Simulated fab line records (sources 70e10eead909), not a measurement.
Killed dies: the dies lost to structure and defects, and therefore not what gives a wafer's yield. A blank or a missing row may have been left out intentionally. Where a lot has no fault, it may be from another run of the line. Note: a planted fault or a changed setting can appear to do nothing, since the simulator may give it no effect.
Chamber matching	flow nandHarc	NHARC_A_STAIRCASE_DEP_280 on pecvd-01 has 3 sister chambers
The step deposits SiON, target thk 30 nm. 3 wafers are shown with their chamber, then 9 later ones without.

## EACH WAFER AND ITS CHAMBER
wafer	chamber	showerheadVppV (V)
L083.6	2	1028
L089.1	0	1168
L089.6	1	1125

## WAFERS MISSING THEIR CHAMBER
wafer	showerheadVppV (V)
L091.2	1013
L091.3	1176
L091.4	1131
L093.1	1119
L093.3	1031
L093.4	1155
L094.1	1117
L094.3	1003
L094.6	1027

## CHAMBER TAKEN BY EACH
wafer	from the rows above	in truth
L091.2	2	2
L091.3	0	0
L091.4	1	1
L093.1	1	1
L093.3	2	2
L093.4	can't be placed: 0 or 1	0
L094.1	1	1
L094.3	2	2
L094.6	2	2
8 of 9 placed correctly. These rows do not allow placing 1 (true chamber among the candidates in 1). Wrongly placed: 0.
How it was worked out, from the rows above alone: a wafer's distance from a chamber is the root of the sum, over the readings, of the square of ((its reading less the chamber's mean) divided by the reading's scatter). If the next closest chamber is less than 2 further off than the closest, the wafer can't be placed; otherwise it belongs to the closest. For every chamber, the mean is computed from those of its wafers that are shown. The scatter: with one shown wafer a chamber, the root of the mean of the squares of how far each hidden wafer lies from its nearest shown one.
